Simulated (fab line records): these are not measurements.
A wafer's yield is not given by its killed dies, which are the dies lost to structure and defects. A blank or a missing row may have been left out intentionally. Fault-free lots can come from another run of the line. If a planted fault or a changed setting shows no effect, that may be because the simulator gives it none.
Split-lot experiment + flow n5 finfet + 21 wafers read across 7 lots, on a route 1938 steps long

== ABOUT THE SPLIT ==
At N5_PMOS_HMC_CHANNEL_EPI_PEB_07 (peb time 60 s), the setting peb time s was moved away from the recipe's 60 s on 6 of the 21 wafers read, by -21.4% to +18.0%. For the rest of the wafers, this setting stayed at what the recipe calls for.

== SPLIT TO READING: what lies between them in the file, 1 step ==
- N5_PMOS_HMC_CHANNEL_EPI_DEVELOP_08: develop time 30 s

== THE READING ==
cd nm, in nm, at N5_PMOS_HMC_CHANNEL_EPI_CD_MEAS_09 (target cd 237.4 nm). Fault-free wafers of this fab line usually give 236.8 nm, standard deviation 0.82 nm.

| wafer  | tool, chamber at the split | peb time s as run, s | against the recipe | cd nm, nm | against lot-mates on the recipe |
|--------|----------------------------|----------------------|--------------------|-----------|---------------------------------|
| L075.1 | litho track-01, 0          | 47.17                | -21.4%             | 223.0     | -12.1                           |
| L075.4 | litho track-01, 0          | 60                   | recipe             | 233.8     | -                               |
| L075.6 | litho track-01, 0          | 60                   | recipe             | 236.4     | -                               |
| L076.1 | litho track-01, 0          | 70.79                | +18.0%             | 243.2     | +5.6                            |
| L076.4 | litho track-01, 0          | 60                   | recipe             | 237.6     | -                               |
| L076.6 | litho track-01, 0          | 70.79                | +18.0%             | 243.2     | +5.6                            |
| L078.1 | litho track-03, 0          | 48.35                | -19.4%             | 226.4     | -9.1                            |
| L078.2 | litho track-03, 0          | 48.35                | -19.4%             | 222.4     | -13.1                           |
| L078.6 | litho track-03, 0          | 60                   | recipe             | 235.5     | -                               |
| L085.1 | litho track-01, 0          | 60                   | recipe             | 236.5     | -                               |
| L085.4 | litho track-01, 0          | 60                   | recipe             | 235.6     | -                               |
| L085.5 | litho track-01, 0          | 60                   | recipe             | 237.1     | -                               |
| L089.3 | litho track-01, 0          | 49.81                | -17.0%             | 225.9     | -10.2                           |
| L089.5 | litho track-01, 0          | 60                   | recipe             | 234.7     | -                               |
| L089.6 | litho track-01, 0          | 60                   | recipe             | 237.6     | -                               |
| L093.4 | litho track-03, 0          | 60                   | recipe             | 237.1     | -                               |
| L093.5 | litho track-03, 0          | 60                   | recipe             | 236.6     | -                               |
| L093.6 | litho track-03, 0          | 60                   | recipe             | 236.0     | -                               |
| L097.3 | litho track-01, 0          | 60                   | recipe             | 231.9     | -                               |
| L097.5 | litho track-01, 0          | 60                   | recipe             | 232.2     | -                               |
| L097.6 | litho track-01, 0          | 60                   | recipe             | 233.2     | -                               |

THE FIT
A straight line over all 21 wafers: cd nm changes by +0.523 nm for each +1% of peb time s; r = +0.95; the points scatter about the line by 1.8 nm.
The same after taking each lot's own level away (the mean of its wafers on the recipe; 21 wafers): +0.484 nm for each +1%; r = +0.96; scatter 1.5 nm.
Per that fit: largest peb time s move, reading shift of 10 nm.
The lots' own levels span 232.43 to 237.60 nm, that is 6.3 times the standard deviation above.
Hence the lot-to-lot level has little effect on the slope; both slopes agree.
Check: -10.7 nm against its lot-mates is what the line predicts for one of the wafers moved furthest among these (-21.4%) when that wafer is left out of the fit. Against them it came out at -12.1 nm.

== OTHER SPLITS ON THESE WAFERS ==
Before the reading, these wafers also passed through other splits. Each is held against what the fit with the lots' levels taken away leaves over:
| other split on the same wafers | wafers away from the commonest value | r with cd nm (lot level and that fit taken away) |
|--------------------------------|--------------------------------------|--------------------------------------------------|
| N5_ZERO_LAYER_PECVD_02 time s  | 6                                    | -0.22                                            |

== THE WHOLE CHAIN: every reading that the file lists as answering this split, in the file's order ==
| step                               | what it does                                                           | reading                                                                     | change (the file's fit)               | r (the file's) |
|------------------------------------|------------------------------------------------------------------------|-----------------------------------------------------------------------------|---------------------------------------|----------------|
| N5_PMOS_HMC_CHANNEL_EPI_CD_MEAS_09 | target cd 237.4 nm                                                     | cd nm                                                                       | +0.52 nm for each +1% of the setting  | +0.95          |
| N5_PMOS_HMC_CHANNEL_EPI_DESCUM_14  | chemistry O2, time 7.9 s                                               | PMOS_HMC_CHANNEL_EPI.cd nm (the simulator's own value, which no gauge read) | +0.519 nm for each +1% of the setting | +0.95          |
| N5_PMOS_HMC_CHANNEL_EPI_ETCH_32    | etches BARC in N2/H2, stops on SiO2, target depth 85.8 nm, time 50.3 s | PMOS_HMC_CHANNEL_EPI.cd nm (the simulator's own value, which no gauge read) | +0.542 nm for each +1% of the setting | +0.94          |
| N5_PMOS_HMC_CHANNEL_EPI_HM_OPEN_15 | chemistry CHF3/O2, target SiO2, target depth 40.6 nm, time 20.3 s      | PMOS_HMC_CHANNEL_EPI.cd nm (the simulator's own value, which no gauge read) | +0.545 nm for each +1% of the setting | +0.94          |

== FILE'S OWN FIT ==
cd nm changes by +0.52 nm for each +1% of peb time s, r = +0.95.
